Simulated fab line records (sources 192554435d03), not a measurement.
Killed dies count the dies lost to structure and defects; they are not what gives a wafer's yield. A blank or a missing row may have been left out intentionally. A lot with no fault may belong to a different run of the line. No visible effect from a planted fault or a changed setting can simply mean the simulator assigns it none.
Split-lot study    flow n5 finfet    route with 1938 steps; 7 lots, 21 wafers read

ON THE SPLIT
At N5_FIN_SAQP_PECVD_06 (deposits a-Si from SiH4/He, target thk 60 nm, time 48.1 s), the setting time s was moved away from the recipe's 48.1 s on 7 of the 21 wafers read, by -13.2% to +14.3%. This setting was run at the recipe's value on the other wafers.

FROM THE SPLIT TO THE READING: what the file shows between them, 4 steps
- N5_FIN_SAQP_THK_MEAS_07
- N5_FIN_SAQP_DEVELOP_15: develop time 30 s (also split here: develop time s)
- N5_FIN_SAQP_HM_OPEN_73: chemistry CHF3/O2, target SiO2, stops on a-Si, target depth 12 nm, time 16.8 s
- N5_FIN_SAQP_STRIP_74: strips in CHF3/O2

THE READING
oes product au, in a.u., at N5_FIN_SAQP_MANDREL_ETCH_22 (etches a-Si in HBr/Cl2, stops on SiNx, target depth 60 nm, bt time 10 s, time 30 s). A value of 0.764 a.u. with a standard deviation of 0.012 a.u. is what fault-free wafers of this fab line usually give.

wafer   tool, chamber at the split  time s as run, s  against the recipe  oes product au, a.u.  against lot-mates on the recipe
L076.2  pecvd-04, 0                 48.1              recipe              0.757                 -
L076.3  pecvd-04, 0                 48.1              recipe              0.773                 -
L076.6  pecvd-04, 1                 41.76             -13.2%              0.700                 -0.065
L084.1  pecvd-03, 2                 48.1              recipe              0.765                 -
L084.5  pecvd-03, 1                 43.16             -10.3%              0.722                 -0.044
L084.6  pecvd-03, 0                 48.1              recipe              0.767                 -
L088.1  pecvd-01, 2                 50.61             +5.2%               0.790                 +0.023
L088.4  pecvd-01, 1                 48.1              recipe              0.767                 -
L088.5  pecvd-01, 2                 50.61             +5.2%               0.783                 +0.016
L089.2  pecvd-04, 0                 48.1              recipe              0.759                 -
L089.5  pecvd-04, 2                 48.1              recipe              0.759                 -
L089.6  pecvd-04, 0                 48.1              recipe              0.759                 -
L090.3  pecvd-01, 2                 48.1              recipe              0.751                 -
L090.5  pecvd-01, 2                 48.1              recipe              0.758                 -
L090.6  pecvd-01, 0                 54.96             +14.3%              0.832                 +0.078
L093.2  pecvd-04, 1                 48.1              recipe              0.743                 -
L093.4  pecvd-04, 1                 48.1              recipe              0.773                 -
L093.5  pecvd-04, 0                 48.1              recipe              0.748                 -
L094.2  pecvd-01, 2                 48.1              recipe              0.748                 -
L094.4  pecvd-01, 1                 54.73             +13.8%              0.840                 +0.092
L094.6  pecvd-01, 0                 54.73             +13.8%              0.828                 +0.080

THE FIT
A straight line over all 21 wafers: oes product au changes by +0.0049 a.u. for each +1% of time s; r = +0.97; the points scatter about the line by 0.0088 a.u.
The same after taking each lot's own level away (the mean of its wafers on the recipe; 21 wafers): +0.0054 a.u. for each +1%; r = +0.98; scatter 0.0084 a.u.
On that fit, the largest move of time s shifts the reading by 0.077 a.u.
From 0.7480 to 0.7670 a.u.: that is the span of the lots' own levels, equal to 1.6 times the standard deviation above.
Consequently the slope shifts little with the lot-to-lot level, the two slopes agreeing.
Check: +0.0784 a.u. against its lot-mates is what the line predicts for one of the wafers moved furthest among these (+14.3%) when that wafer is left out of the fit. Against them it came out at +0.0775 a.u.

FURTHER SPLITS ON THESE WAFERS
Note: prior to the reading, these wafers also went through further splits. Each is held against what the fit with the lots' levels taken away leaves over:
other split on the same wafers         wafers away from the commonest value  r with oes product au (lot level and that fit taken away)
N5_WELL_APT_EXPOSE_22 dose mj          6                                     +0.16
N5_FIN_SAQP_DEVELOP_15 develop time s  6                                     -0.17

THE WHOLE CHAIN: every reading that the file lists as answering this split, in the file's order
step                         what it does                                                                        reading                                                                            change (the file's fit)                    r (the file's)
N5_FIN_SAQP_PECVD_06         deposits a-Si from SiH4/He, target thk 60 nm, time 48.1 s                           a-Si_of_FIN_SAQP_PECVD_06.thk nm (the simulator's own value, which no gauge read)  +0.625 nm for each +1% of the setting      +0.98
N5_FIN_SAQP_THK_MEAS_07                                                                                          thk nm                                                                             withheld for each +1% of the setting       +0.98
N5_FIN_SAQP_MANDREL_ETCH_22  etches a-Si in HBr/Cl2, stops on SiNx, target depth 60 nm, bt time 10 s, time 30 s  oes product au                                                                     +0.00526 a.u. for each +1% of the setting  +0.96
N5_FIN_SAQP_MANDREL_ETCH_22  etches a-Si in HBr/Cl2, stops on SiNx, target depth 60 nm, bt time 10 s, time 30 s  etch.depth nm (the simulator's own value, which no gauge read)                     +0.625 nm for each +1% of the setting      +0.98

FILE'S OWN FIT
oes product au changes by +0.00526 a.u. for each +1% of time s, r = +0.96.
